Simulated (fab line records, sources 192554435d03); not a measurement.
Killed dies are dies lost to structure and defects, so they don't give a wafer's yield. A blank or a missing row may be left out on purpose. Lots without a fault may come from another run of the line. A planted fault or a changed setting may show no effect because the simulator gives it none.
fab line records | flow n5_finfet | part 2 of 2: steps 5 to 6 of 6
record lots=19 wafers=57 last_day=16
route steps=1938 shown WELL_APT@28 FIN_SAQP@115 FIN_CUT@167
lots that met no fault: from a run of the same line without faults
start_h: hours from the record's first day to the start of the lot's first wafer shown | wait_h: hours since the lot's step before | " the same as in the row above | L1.1+2: a row that stands for several wafers | - no value, or no start given | * or withheld: withheld | < > ~ a bound
route shown NAME@n: a module of which the file shows steps, and the number in the route of the first | usual: mean/standard deviation of fault-free wafers | same: alike in all rows | chamber/n: place in a boat | sites: the reading at each site | _std_site: their standard deviation | _edge_site: outer sites' mean less inner sites' | radius_mm: how far each site lies from the wafer's centre | mask NAME#n: copy n | behind: the tool/chamber that last shaped the wafer | hold: why the lot was held/for how many hours/how that ended | device: the transistor (n, p or np) that didn't switch | end of line: the same wafers' tests at the end of the route | a step without rows: its recipe alone | killed: dies lost to structure and defects at the first sort, not the wafer's yield | map: a wafer's dies, x killed, . not, _ none there
set.NAME: the setting as run; set.NAME@STEP: as run at that earlier step | model.NAME: the simulator's own value behind a step, which no gauge read
steps of the route over a sample of lots; a table a step, a row a wafer
services: from which hour (start_h, from the record's first day; less than 0 if before it) a tool's chamber was out of use, for how many hours, and why
## steps
# step N5_FIN_CUT_ETCH_30
# recipe chemistry=N2/H2 target=underlayer target_depth_a=130 mask_material=CAR-EUV time_s=10.4 ion_energy_ev=200 pressure_mtorr=30 source_w=840 bias_w=150 n2_flow_sccm=200 h2_flow_sccm=200 ends=cleared
# usual bias_w=150.0/0.43 drypump_motor_current_A=5.6/0.51 etch_rf_on_time_s=10.35/0.23 oes_product_au=0.69/0.076 rf_vpp_V=524.1/2.8 showerhead_plenum_p_Torr=2.55/0.099 throttle_valve_pct=17.84/0.29
# columns lot.wafer tool chamber start_h wait_h bias_w drypump_motor_current_A etch_rf_on_time_s oes_product_au rf_hours_counter_h rf_vpp_V showerhead_plenum_p_Torr throttle_valve_pct
L074.2 rie_diel-05 3 26.40 0.0 149.7 5.8 10.33 0.64 170 525.9 2.63 17.36
L074.3 " 2 " " 150.2 6.7 9.90 0.74 64 528.9 2.69 17.44
L074.4 " 0 " " 149.5 5.6 9.90 0.71 78 518.4 2.37 17.73
L075.3 rie_diel-01 2 33.24 0.0 150.3 5.0 10.62 0.62 184 522.5 2.53 18.32
L075.5 " 2 " " 149.9 5.0 10.54 0.62 - 524.6 2.53 18.34
L075.6 " 3 " " 149.9 5.4 10.42 0.62 - 520.5 2.45 17.85
L078.1 rie_diel-03 3 50.68 0.0 150.1 5.4 10.65 0.62 188 524.9 2.63 17.85
L078.3 " 2 " " 149.5 5.1 10.47 0.67 114 521.2 2.44 17.50
L078.6 " 0 " " 149.9 6.0 10.75 0.65 - 524.1 2.56 18.02
L079.3 rie_diel-03 2 56.86 0.0 150.0 5.0 10.42 0.67 117 520.6 2.43 17.50
L079.5 " 3 " " 149.6 5.4 10.62 0.62 - 526.5 2.63 17.88
L079.6 " 2 " " 150.8 5.1 10.43 0.67 - 522.3 2.43 17.51
L080.1 rie_diel-01 2 62.60 0.0 150.0 5.0 10.48 0.61 194 523.6 2.53 18.35
L080.4 " 3 " " 149.9 5.3 10.45 0.62 167 522.2 2.45 17.85
L080.5 " 1 " " 149.9 5.8 9.99 0.81 - 526.2 2.60 17.69
L081.2 rie_diel-01 3 71.33 0.0 150.2 5.4 10.38 0.63 170 521.6 2.45 17.87
L081.4 " 0 " " 149.5 4.9 10.32 0.80 22 525.0 2.61 18.00
L081.6 " 3 " " 150.3 5.3 10.48 0.62 - 520.3 2.45 17.87
L082.1 rie_diel-01 0 74.70 0.0 150.0 4.9 10.31 0.80 24 524.8 2.61 17.99
L082.2 " 3 " " 149.5 5.4 10.53 0.62 172 520.9 2.45 17.87
L082.4 " 1 " " 150.4 5.8 9.92 0.81 12 524.3 2.60 17.70
L083.4 rie_diel-01 1 81.22 0.0 149.6 5.8 9.96 0.80 15 526.0 2.59 17.69
L083.5 " 2 " " 149.7 5.0 10.50 0.61 - 524.5 2.52 18.37
L083.6 " 3 " " 149.5 5.4 10.33 0.62 - 519.5 2.45 17.89
L085.2 rie_diel-05 2 96.79 0.0 149.9 6.8 10.09 0.72 80 526.6 2.68 17.45
L085.3 " 3 " " 150.2 5.8 10.35 0.63 185 526.6 2.62 17.38
L085.6 " 1 " " 149.8 6.1 10.39 0.74 - 527.1 2.71 17.59
L086.1 rie_diel-03 2 99.79 0.0 150.2 5.1 10.38 0.67 132 521.4 2.43 17.55
L086.2 " 0 " " 150.2 5.9 10.74 0.64 139 522.6 2.56 18.03
L086.4 " 3 " " 150.1 5.4 10.52 0.62 207 526.5 2.62 17.90
L088.1 rie_diel-05 0 110.91 0.0 150.5 5.6 10.06 0.68 99 518.0 2.36 17.75
L088.2 " 1 " " 149.2 6.1 10.43 0.73 40 529.1 2.71 17.59
L088.4 " 1 " " 149.5 6.1 10.41 0.75 - 527.9 2.71 17.58
L089.1 rie_diel-05 0 121.21 0.0 149.5 5.6 9.96 0.68 103 518.8 2.36 17.77
L089.4 " 1 " " 149.8 6.1 10.43 0.73 43 526.4 2.71 17.59
L089.6 " 1 " " 150.0 6.1 10.44 0.73 - 526.6 2.71 17.59
L090.1 rie_diel-03 1 122.19 0.0 149.3 6.1 10.44 0.79 22 523.2 2.52 17.85
L090.4 " 0 " " 150.0 5.9 10.71 0.63 146 524.1 2.55 18.05
L090.6 " 0 " " 150.0 5.9 10.79 0.63 - 522.4 2.55 18.05
L091.1 rie_diel-01 0 128.81 0.0 150.0 4.9 10.44 0.76 43 525.0 2.60 18.04
L091.3 " 1 " " 150.0 5.8 9.99 0.76 30 525.9 2.59 17.74
L091.4 " 3 " " 150.1 5.3 10.53 0.61 191 521.2 2.44 17.92
L092.2 rie_diel-01 1 135.10 0.0 149.9 5.8 9.92 0.77 32 525.2 2.59 17.72
L092.4 " 3 " " 150.9 5.4 10.47 0.60 193 521.0 2.44 17.90
L092.6 " 1 " " 150.0 5.8 10.02 0.76 - 526.2 2.59 17.72
L093.1 rie_diel-01 3 141.31 0.0 150.2 5.3 10.39 0.61 195 520.0 2.44 17.93
L093.5 " 0 " " 150.1 4.9 10.20 0.76 - 524.7 2.60 18.03
L093.6 " 3 " " 150.4 5.3 10.29 0.61 - 520.0 2.44 17.91
L094.2 rie_diel-01 3 146.89 0.0 149.9 5.3 10.45 0.60 197 521.9 2.44 17.91
L094.3 " 2 " " 149.7 5.0 10.46 0.60 223 522.3 2.51 18.40
L094.5 " 0 " " 149.1 4.9 10.32 0.75 - 525.3 2.60 18.03
L095.1 rie_diel-03 0 152.84 0.0 149.2 5.9 10.58 0.63 155 524.0 2.55 18.06
L095.2 " 2 " " 150.0 5.0 10.33 0.65 149 520.7 2.42 17.57
L095.4 " 3 " " 150.6 5.4 10.29 0.60 223 526.4 2.62 17.92
L096.2 rie_diel-01 1 158.62 0.0 149.8 5.8 10.03 0.75 35 525.3 2.59 17.72
L096.3 " 0 " " 150.1 4.9 10.46 0.75 53 523.0 2.60 18.04
L096.4 " 3 " " 150.1 5.4 10.49 0.60 202 521.6 2.44 17.92
# step N5_FIN_CUT_STRIP_24
# recipe chemistry=CF4 resist=SiARC power_w=300 bias_power_w=75 pressure_mtorr=50 cf4_flow_sccm=150 rf_frequency_hz=6e+07
# usual drypump_motor_current_A=5.5/0.51 oes_product_au=0.79/0.081 rf_vpp_V=271.2/1.6 showerhead_plenum_p_Torr=1.80/0.063 throttle_valve_pct=13.54/0.25
# columns lot.wafer tool chamber start_h wait_h drypump_motor_current_A oes_product_au rf_hours_counter_h rf_vpp_V showerhead_plenum_p_Torr throttle_valve_pct
L074.2 rie_diel-05 3 26.78 0.0 5.8 0.73 170 272.9 1.86 13.34
L074.3 " 2 " " 6.7 0.84 65 271.7 1.89 13.09
L074.4 " 0 " " 5.6 0.80 78 268.4 1.68 13.44
L075.3 rie_diel-01 2 33.62 0.0 5.0 0.73 184 271.0 1.80 14.01
L075.5 " 2 " " 5.0 0.73 - 270.9 1.80 14.03
L075.6 " 3 " " 5.3 0.73 - 268.7 1.73 13.52
L078.1 rie_diel-03 3 51.06 0.0 5.4 0.73 188 272.3 1.86 13.58
L078.3 " 2 " " 5.1 0.79 115 270.9 1.75 13.58
L078.6 " 0 " " 5.9 0.76 - 271.9 1.80 13.57
L079.3 rie_diel-03 2 57.24 0.0 5.0 0.78 117 270.0 1.75 13.56
L079.5 " 3 " " 5.4 0.73 - 273.1 1.86 13.60
L079.6 " 2 " " 5.1 0.78 - 268.8 1.75 13.57
L080.1 rie_diel-01 2 62.99 0.0 5.0 0.72 194 270.9 1.79 14.06
L080.4 " 3 " " 5.3 0.72 167 270.3 1.72 13.54
L080.5 " 1 " " 5.8 0.92 - 272.3 1.83 13.41
L081.2 rie_diel-01 3 71.72 0.0 5.3 0.72 170 269.3 1.72 13.56
L081.4 " 0 " " 4.9 0.92 23 272.3 1.82 13.40
L081.6 " 3 " " 5.4 0.72 - 268.6 1.72 13.56
L082.1 rie_diel-01 0 75.08 0.0 4.9 0.91 25 273.6 1.82 13.40
L082.2 " 3 " " 5.3 0.72 172 269.9 1.72 13.56
L082.4 " 1 " " 5.8 0.90 12 273.6 1.83 13.42
L083.4 rie_diel-01 1 81.60 0.0 5.7 0.90 15 272.0 1.83 13.43
L083.5 " 2 " " 5.0 0.71 - 271.4 1.79 14.07
L083.6 " 3 " " 5.3 0.71 - 268.0 1.72 13.57
L085.2 rie_diel-05 2 97.17 0.0 6.7 0.82 80 273.3 1.88 13.10
L085.3 " 3 " " 5.8 0.72 185 271.4 1.85 13.37
L085.6 " 1 " " 6.1 0.87 - 272.2 1.91 13.32
L086.1 rie_diel-03 2 100.17 0.0 5.0 0.77 132 268.2 1.74 13.63
L086.2 " 0 " " 5.9 0.75 140 271.2 1.80 13.62
L086.4 " 3 " " 5.4 0.71 207 272.5 1.85 13.61
L088.1 rie_diel-05 0 111.29 0.0 5.6 0.77 99 267.6 1.68 13.46
L088.2 " 1 " " 6.1 0.85 40 272.9 1.90 13.33
L088.4 " 1 " " 6.1 0.86 - 272.9 1.90 13.32
L089.1 rie_diel-05 0 121.59 0.0 5.6 0.77 103 268.0 1.68 13.49
L089.4 " 1 " " 6.1 0.84 43 273.4 1.90 13.35
L089.6 " 1 " " 6.1 0.85 - 273.1 1.90 13.32
L090.1 rie_diel-03 1 122.57 0.0 6.1 0.91 22 269.4 1.77 13.35
L090.4 " 0 " " 5.9 0.74 147 271.3 1.79 13.66
L090.6 " 0 " " 5.9 0.74 - 270.8 1.79 13.68
L091.1 rie_diel-01 0 129.19 0.0 4.9 0.88 43 271.5 1.82 13.44
L091.3 " 1 " " 5.8 0.87 30 272.1 1.82 13.46
L091.4 " 3 " " 5.4 0.70 191 268.7 1.72 13.60
L092.2 rie_diel-01 1 135.48 0.0 5.8 0.86 32 272.9 1.82 13.48
L092.4 " 3 " " 5.3 0.69 193 269.6 1.72 13.60
L092.6 " 1 " " 5.8 0.87 - 271.6 1.82 13.46
L093.1 rie_diel-01 3 141.69 0.0 5.3 0.70 195 271.0 1.72 13.61
L093.5 " 0 " " 4.9 0.88 - 272.1 1.81 13.45
L093.6 " 3 " " 5.3 0.71 - 270.2 1.72 13.61
L094.2 rie_diel-01 3 147.27 0.0 5.3 0.70 198 268.4 1.72 13.61
L094.3 " 2 " " 5.0 0.70 223 270.0 1.78 14.12
L094.5 " 0 " " 4.9 0.87 - 270.9 1.81 13.46
L095.1 rie_diel-03 0 153.22 0.0 5.9 0.74 155 270.4 1.79 13.68
L095.2 " 2 " " 5.1 0.76 150 269.9 1.74 13.65
L095.4 " 3 " " 5.4 0.71 223 272.3 1.85 13.65
L096.2 rie_diel-01 1 159.00 0.0 5.8 0.86 35 271.8 1.82 13.46
L096.3 " 0 " " 4.9 0.87 53 272.4 1.81 13.46
L096.4 " 3 " " 5.3 0.70 202 268.6 1.72 13.61
## services
# columns tool chamber start_h hours kind
rie_diel-02 - 11.62 1.2 repair
rie_diel-01 1 22.07 - clean
rie_diel-01 1 22.07 - consumable_replace:focus_ring
rie_si-05 - 26.19 0.8 repair
rie_diel-05 - 28.85 1.1 repair
rie_diel-02 3 29.92 4.2 repair
rie_si-04 - 33.80 2.8 pm
rie_diel-04 0 35.51 9.4 repair
rie_diel-02 0 45.96 - clean
rie_diel-02 3 55.90 7.6 repair
rie_diel-05 - 70.80 14.6 pm
rie_si-04 - 73.32 0.3 repair
rie_diel-02 0 75.70 2.6 repair
rie_diel-06 2 87.77 25.7 repair
rie_diel-06 1 88.98 2.9 repair
rie_diel-02 3 89.46 1.7 repair
rie_si-05 2 92.68 9.2 repair
rie_si-04 - 92.84 0.1 repair
rie_diel-06 1 102.88 93.9 repair
rie_diel-01 - 105.87 0.6 repair
rie_diel-04 3 109.30 9.0 repair
rie_si-04 - 109.53 27.0 repair
rie_diel-01 1 140.00 12.9 repair
rie_si-05 - 148.84 0.3 repair
